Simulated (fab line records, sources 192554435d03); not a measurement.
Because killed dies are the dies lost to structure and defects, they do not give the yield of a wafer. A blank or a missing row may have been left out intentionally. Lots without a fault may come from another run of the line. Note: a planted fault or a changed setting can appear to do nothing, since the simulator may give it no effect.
Problem report in the 8D (eight disciplines) form, filled by code ; flow n5_finfet ; the parts of the form that need people (team, actions taken, sign-off) are left out

1. THE PROBLEM
RC_N at N5_BEOL_M4_RC_MEAS_101 reads a mean of 24.3 ohm.um on 2 wafers of 2 lots; wafers without a fault read 15.5 ohm.um with a standard deviation of 0.33. That is +27 standard deviations from the usual mean.
Earliest sighting: wafer L387.1 on prober-02 at day 11 03:49. The record has a number at this step for 24 wafers belonging to 8 lots. The rule behind "out" and "out of limits": a value lying over 4 standard deviations away from the usual mean. All remaining wafers that have a number are taken as sound.

2. WHAT THIS IS AND IS NOT
question;is;is not
which readings at this step;RC_N, RC_DENSE_N, RC_DENSE_P, RC_P, REXT_N, REXT_P;DIBL_N, DIBL_P, IOFF_N, IOFF_P, ION_N, ION_P, SS_N, SS_P, VT_N, VT_P
which lots;L387, L394;L383, L385, L386, L395, L396, L397
which wafers of those lots;L387.1, L394.4;L387.4, L387.6, L394.1, L394.5
read on which gauges;prober-01, prober-02;-
when;from day 11 03:49;"up to then (11 sound wafers); but 11 sound wafers of L394, L395, L396, L397 came after"

3. WHAT RULES OUT EACH SUSPECT
Counting: a tool at a process step up to the reading stays a suspect if it ran every lot that is out. Sound lots after the first of them don't rule it out here, since some wafers of a struck lot are sound.
- ruled out: the gauge at N5_BEOL_M4_RC_MEAS_101. The wafers that are out were read on 2 gauges (prober-01, prober-02).
- rie_diel-02 at N5_MOL_CONTACT_COAG_ETCH_59 (etches underlayer in N2/H2, target depth 13 nm, time 10.4 s): kept. It ran every lot that is out, first L387 (day 8 00:05); its last sound lot up to then is L386 (day 7 13:26).
- rie_diel-02 at N5_MOL_CONTACT_COAG_CONTACT_ETCH_14 (etches SiO2 in C4F6/O2, target depth 27.5 nm, overetch 8.5 nm, time 20 s): kept. It ran every lot that is out, first L387 (day 8 00:14); its last sound lot up to then is L386 (day 7 13:35). On those wafers its own readings are out: rf_fwd_power_W, rf_vpp_V.
- rtp_anneal-01 at N5_MOL_CONTACT_COAG_SIL_ANNEAL_21 (time 60 s): kept. It ran every lot that is out, first L387 (day 8 02:00); its last sound lot up to then is L385 (day 7 13:20).
- Within rie_diel-02 at N5_MOL_CONTACT_COAG_ETCH_59: the wafers that are out ran in chamber 0; their sound lot-mates ran in chambers 1, 2, 3.
- Within rie_diel-02 at N5_MOL_CONTACT_COAG_CONTACT_ETCH_14: the wafers that are out ran in chamber 0; their sound lot-mates ran in chambers 1, 2, 3.
After the count, these remain: rie_diel-02 at N5_MOL_CONTACT_COAG_ETCH_59, rie_diel-02 at N5_MOL_CONTACT_COAG_CONTACT_ETCH_14 and rtp_anneal-01 at N5_MOL_CONTACT_COAG_SIL_ANNEAL_21.

4. THE CAUSE (what the simulator had put in)
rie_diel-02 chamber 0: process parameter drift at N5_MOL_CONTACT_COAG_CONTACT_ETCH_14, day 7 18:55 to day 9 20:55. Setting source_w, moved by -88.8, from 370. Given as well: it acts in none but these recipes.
3 suspects survive the count, and this tool is in that group.

5. THE CHAIN OF EFFECTS, in route order
Rows list readings where the struck wafers' mean (over those with a number) sits beyond 3 standard deviations from the usual. Only readings whose record carries a usual standard deviation are examined. hours: median over the lots of the time between each lot's start at the first step of this table that gives one and its start at this step. sigmas: the change, counted in usual standard deviations.
hours;step;reading;usual;on struck wafers;change;sigmas
0;N5_MOL_CONTACT_COAG_CONTACT_ETCH_14;oes_f_703_au;0.74 a.u.;0.52;-0.22;-3.9
0;N5_MOL_CONTACT_COAG_CONTACT_ETCH_14;rf_fwd_power_W;364.0 W;277.0;-87.0;-38
0;N5_MOL_CONTACT_COAG_CONTACT_ETCH_14;rf_vpp_V;693.1 V;742.0;+48.9;+17
81;N5_BEOL_M4_RC_MEAS_101;RC_DENSE_N;19.1 ohm.um;29.9;+10.8;+26
81;N5_BEOL_M4_RC_MEAS_101;RC_DENSE_P;23.8 ohm.um;37.0;+13.2;+24
81;N5_BEOL_M4_RC_MEAS_101;RC_N;15.5 ohm.um;24.3;+8.8;+27
81;N5_BEOL_M4_RC_MEAS_101;RC_P;19.4 ohm.um;30.3;+10.9;+25
81;N5_BEOL_M4_RC_MEAS_101;REXT_N;75.2 ohm.um;83.7;+8.5;+4.7
81;N5_BEOL_M4_RC_MEAS_101;REXT_P;100.7 ohm.um;110.7;+10.0;+5.6
Its process steps:
- N5_MOL_CONTACT_COAG_CONTACT_ETCH_14: etches SiO2 in C4F6/O2, target depth 27.5 nm, overetch 8.5 nm, time 20 s.

6. WHAT WOULD HAVE CAUGHT IT SOONER
Counted from the fault's start at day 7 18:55, it took 81 hours until the first out-of-limits reading at a measuring or inspecting step in this record, taken at day 11 03:49.
The tool's own readings at N5_MOL_CONTACT_COAG_CONTACT_ETCH_14 were out on every struck wafer that the step has a row for (rf_fwd_power_W, rf_vpp_V): an alarm limit on them would have fired on the first of those.
By day 11 03:49, every lot that is out (2) had started N5_MOL_CONTACT_COAG_CONTACT_ETCH_14 on rie_diel-02. Tool hold at that time: it would have spared none of them.
